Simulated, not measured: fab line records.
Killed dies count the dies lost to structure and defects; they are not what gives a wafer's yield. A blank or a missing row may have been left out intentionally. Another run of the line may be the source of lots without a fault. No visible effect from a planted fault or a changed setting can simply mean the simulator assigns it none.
What tool caused it? ; flow nand_harc ; 21 wafers from 7 lots sampled at 3 of the route's 1302 steps

== WHAT THE GAUGES SHOWED, per wafer ==
NHARC_A_ONON_D1_THK_MEAS_24: measures by ellipsometry.
lot;measured;on;thk_nm (nm)
L511;day 9 08:36;film_metro-02;1010 1011 1009
L512;day 10 01:21;film_metro-01;991 990 991
L515;day 11 04:47;film_metro-02;1007 1009 1011
L520;day 13 11:55;film_metro-01;985 987 987
L522;day 14 08:15;film_metro-02;1002 1003 676 1002 1004 676
L528;day 16 11:15;film_metro-01;983 983 984
L530;day 17 16:32;film_metro-02;995 993 996

== EACH LOT AND THE TOOL THAT RAN IT (in order: tool; ch and the chambers of the sampled wafers; start) ==
lot;NHARC_A_ZERO_WELL_DESCUM_12;NHARC_A_ONON_D1_DEP_22
L511;rie_diel-05 ch 0,3, day 7 22:56;pecvd_onon-01 ch 0, day 9 08:06
L512;rie_diel-06 ch 0,1,3, day 8 15:43;pecvd_onon-01 ch 0, day 10 00:53
L515;rie_diel-05 ch 0,3, day 9 18:53;pecvd_onon-01 ch 0, day 11 04:17
L520;rie_diel-06 ch 0,2,3, day 12 01:49;pecvd_onon-02 ch 0, day 13 11:25
L522;rie_diel-05 ch 0,1, day 12 22:29;pecvd_onon-01 ch 0, day 14 07:44
L528;rie_diel-06 ch 1,2, day 15 00:28;pecvd_onon-03 ch 0, day 16 10:44
L530;rie_diel-11 ch 0,1,3, day 16 07:20;pecvd_onon-03 ch 0, day 17 16:05
- NHARC_A_ZERO_WELL_DESCUM_12: chemistry O2, time 3 s.
- NHARC_A_ONON_D1_DEP_22: target thk 1000 nm.

== THE ANSWER, worked out from the rows above alone ==
Rule: what is usual is taken from the lots themselves. Put in order of their means at a reading, lots are off if they are a third of the lots or fewer, leave a main group of 4 or more, and stand apart from it by a gap of 3 or more times the standard deviation of the main group's means; of several such gaps the widest counts. If all means in a main group match to the digits the tables above print for the reading, that group is not used. Also off: a lot with no number at a reading for which 4 or more lots have one. The other lots that the step has rows for count as sound.
Off: L522, at NHARC_A_ONON_D1_THK_MEAS_24 (thk_nm). For the main group the mean is 996 nm and the standard deviation 10.
A tool fits if, at a process step before that reading, it ran every lot that is off, and no sound lot after the first of them. The gauges at NHARC_A_ONON_D1_THK_MEAS_24 are tried like those tools. Undecided on this evidence; 2 tools fit (rie_diel-05 at NHARC_A_ZERO_WELL_DESCUM_12, pecvd_onon-01 at NHARC_A_ONON_D1_DEP_22).

== WHAT THE SIMULATOR HAD INSERTED ==
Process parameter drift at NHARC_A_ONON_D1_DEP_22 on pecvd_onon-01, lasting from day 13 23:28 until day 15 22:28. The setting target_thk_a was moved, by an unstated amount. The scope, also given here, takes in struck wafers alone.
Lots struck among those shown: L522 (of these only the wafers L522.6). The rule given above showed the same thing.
